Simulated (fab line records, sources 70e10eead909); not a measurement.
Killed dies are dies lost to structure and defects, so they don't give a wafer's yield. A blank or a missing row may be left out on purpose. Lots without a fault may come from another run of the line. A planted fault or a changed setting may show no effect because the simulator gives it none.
Which tool did it? | flow nand_harc | 6 lots, 18 wafers sampled, at 2 steps of a route of 1302

WHAT THE GAUGES READ, wafer by wafer
NHARC_P_ZERO_WELL_CD_MEAS_37: target cd 720 nm.
lot  | measured     | on        | cd_nm (nm)
L735 | day 3 06:17  | cd_sem-01 | 720.4 720.1 722.0
L738 | day 4 12:13  | cd_sem-01 | 719.9 719.9 720.1
L741 | day 5 18:07  | cd_sem-02 | 720.5 720.6 720.8
L745 | day 7 10:47  | cd_sem-01 | 721.6 723.2 720.7
L753 | day 10 18:15 | cd_sem-01 | 720.6 721.1 723.0
L755 | day 11 14:10 | cd_sem-02 | 716.3 719.1 720.0

WHICH TOOL RAN EACH LOT (tool, then ch and the chambers of the sampled wafers, then the start)
lot  | NHARC_P_ZERO_WELL_EXPOSE_34
L735 | krf_scanner-02 ch 0, day 3 06:08
L738 | krf_scanner-04 ch 0, day 4 12:04
L741 | krf_scanner-04 ch 0, day 5 17:58
L745 | krf_scanner-02 ch 0, day 7 10:38
L753 | krf_scanner-03 ch 0, day 10 18:06
L755 | krf_scanner-03 ch 0, day 11 14:01
- NHARC_P_ZERO_WELL_EXPOSE_34: exposes mask P PWELL, target cd 720 nm.

THE ANSWER, worked out from the rows above alone
Rule: what is usual is taken from the lots themselves. Put in order of their means at a reading, lots are off if they are a third of the lots or fewer, leave a main group of 4 or more, and stand apart from it by a gap of 3 or more times the standard deviation of the main group's means; of several such gaps the widest counts. A main group whose means are all the same, to the digits that the tables above print for the reading, isn't used. A lot without any number at a reading at which 4 lots or more have one is off too. The other lots that the step has rows for count as sound.
No lot is off at any reading shown: from this, nothing can be told.

WHAT THE SIMULATOR HAD PUT IN
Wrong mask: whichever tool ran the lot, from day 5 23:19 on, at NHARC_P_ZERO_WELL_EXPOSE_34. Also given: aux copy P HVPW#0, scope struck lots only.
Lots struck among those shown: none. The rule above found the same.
